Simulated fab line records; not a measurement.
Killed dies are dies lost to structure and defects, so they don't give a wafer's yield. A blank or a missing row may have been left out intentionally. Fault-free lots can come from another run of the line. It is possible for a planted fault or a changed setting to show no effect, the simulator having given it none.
Matching of chambers | flow nand-harc | NHARC_P_STI_ETCH_42 on rie-diel-10 has 4 sister chambers
The step etches the open film in N2/H2, target depth 80 nm, overetch 24 nm, time 61 s. 4 wafers are shown with their chamber, then 8 later ones without.

## EACH WAFER AND ITS CHAMBER
wafer  | chamber | oes-product-au (a.u.)
L090.4 | 1       | 0.998
L090.5 | 0       | 0.990
L090.6 | 3       | 0.995
L091.1 | 2       | 0.967

## WAFERS MISSING THEIR CHAMBER
wafer  | oes-product-au (a.u.)
L091.3 | 0.988
L091.4 | 0.991
L094.4 | 0.993
L094.5 | 0.992
L094.6 | 0.997
L097.1 | 0.976
L097.2 | 0.992
L097.4 | 0.995

## WHICH CHAMBER EACH WENT THROUGH
wafer  | from the rows above          | in truth
L091.3 | can't be placed: 0 or 3      | 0
L091.4 | can't be placed: 0 or 3 or 1 | 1
L094.4 | can't be placed: 3 or 0 or 1 | 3
L094.5 | can't be placed: 0 or 3 or 1 | 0
L094.6 | can't be placed: 1 or 3 or 0 | 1
L097.1 | can't be placed: 2 or 0      | 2
L097.2 | can't be placed: 0 or 3 or 1 | 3
L097.4 | can't be placed: 3 or 1 or 0 | 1
Placed correctly: 0 of 8. These rows do not allow placing 8 (true chamber among the candidates in 8). Number placed wrongly: 0.
How it was worked out, from the rows above alone: a wafer's distance from a chamber is the root of the sum, over the readings, of the square of ((its reading less the chamber's mean) divided by the reading's scatter). The wafer belongs to the nearest chamber; if the next one is less than 2 further off, it can't be placed. For every chamber, the mean is computed from those of its wafers that are shown. The scatter: root of mean squared gap, hidden wafer to nearest shown wafer, with one shown wafer a chamber.
